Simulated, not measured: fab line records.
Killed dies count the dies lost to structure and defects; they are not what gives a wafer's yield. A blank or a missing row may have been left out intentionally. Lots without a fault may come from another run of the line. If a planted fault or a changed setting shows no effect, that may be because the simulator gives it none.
Matching of chambers || flow nand-harc || NHARC_A_SLIT_DESCUM_14 on rie-diel-11 has 4 sister chambers
The step chemistry O2, time 3 s. 4 wafers are shown with their chamber, then 10 later ones without.

== EACH WAFER AND ITS CHAMBER ==
{"wafer": "L085.1", "chamber": 0, "drypump-motor-current-A (A)": 6.0}
{"wafer": "L085.2", "chamber": 1, "drypump-motor-current-A (A)": 6.2}
{"wafer": "L093.2", "chamber": 2, "drypump-motor-current-A (A)": 5.9}
{"wafer": "L093.3", "chamber": 3, "drypump-motor-current-A (A)": 5.6}

== WAFERS MISSING THEIR CHAMBER ==
{"wafer": "L093.6", "drypump-motor-current-A (A)": 6.0}
{"wafer": "L093.1", "drypump-motor-current-A (A)": 6.0}
{"wafer": "L093.4", "drypump-motor-current-A (A)": 6.2}
{"wafer": "L093.5", "drypump-motor-current-A (A)": 5.6}
{"wafer": "L096.2", "drypump-motor-current-A (A)": 6.3}
{"wafer": "L096.3", "drypump-motor-current-A (A)": 5.6}
{"wafer": "L096.4", "drypump-motor-current-A (A)": 5.9}
{"wafer": "L096.1", "drypump-motor-current-A (A)": 5.9}
{"wafer": "L096.5", "drypump-motor-current-A (A)": 6.2}
{"wafer": "L096.6", "drypump-motor-current-A (A)": 5.9}

== EACH ONE'S CHAMBER ==
{"wafer": "L093.6", "from the rows above": 0, "in truth": 0}
{"wafer": "L093.1", "from the rows above": 0, "in truth": 0}
{"wafer": "L093.4", "from the rows above": 1, "in truth": 1}
{"wafer": "L093.5", "from the rows above": 3, "in truth": 3}
{"wafer": "L096.2", "from the rows above": 1, "in truth": 1}
{"wafer": "L096.3", "from the rows above": 3, "in truth": 3}
{"wafer": "L096.4", "from the rows above": 2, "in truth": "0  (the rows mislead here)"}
{"wafer": "L096.1", "from the rows above": 2, "in truth": 2}
{"wafer": "L096.5", "from the rows above": 1, "in truth": 1}
{"wafer": "L096.6", "from the rows above": 2, "in truth": 2}
Correct placement for 9 of the 10. Number that these rows cannot place: 0. Placed wrongly: 1.
How it was worked out, from the rows above alone: a wafer's distance from a chamber is the root of the sum, over the readings, of the square of ((its reading less the chamber's mean) divided by the reading's scatter). The wafer belongs to the nearest chamber; if the next one is less than 2 further off, it can't be placed. A chamber's mean is the mean of its shown wafers. The scatter (one wafer shown for each chamber): square how far every hidden wafer sits from the nearest shown wafer, average those squares and take the square root.
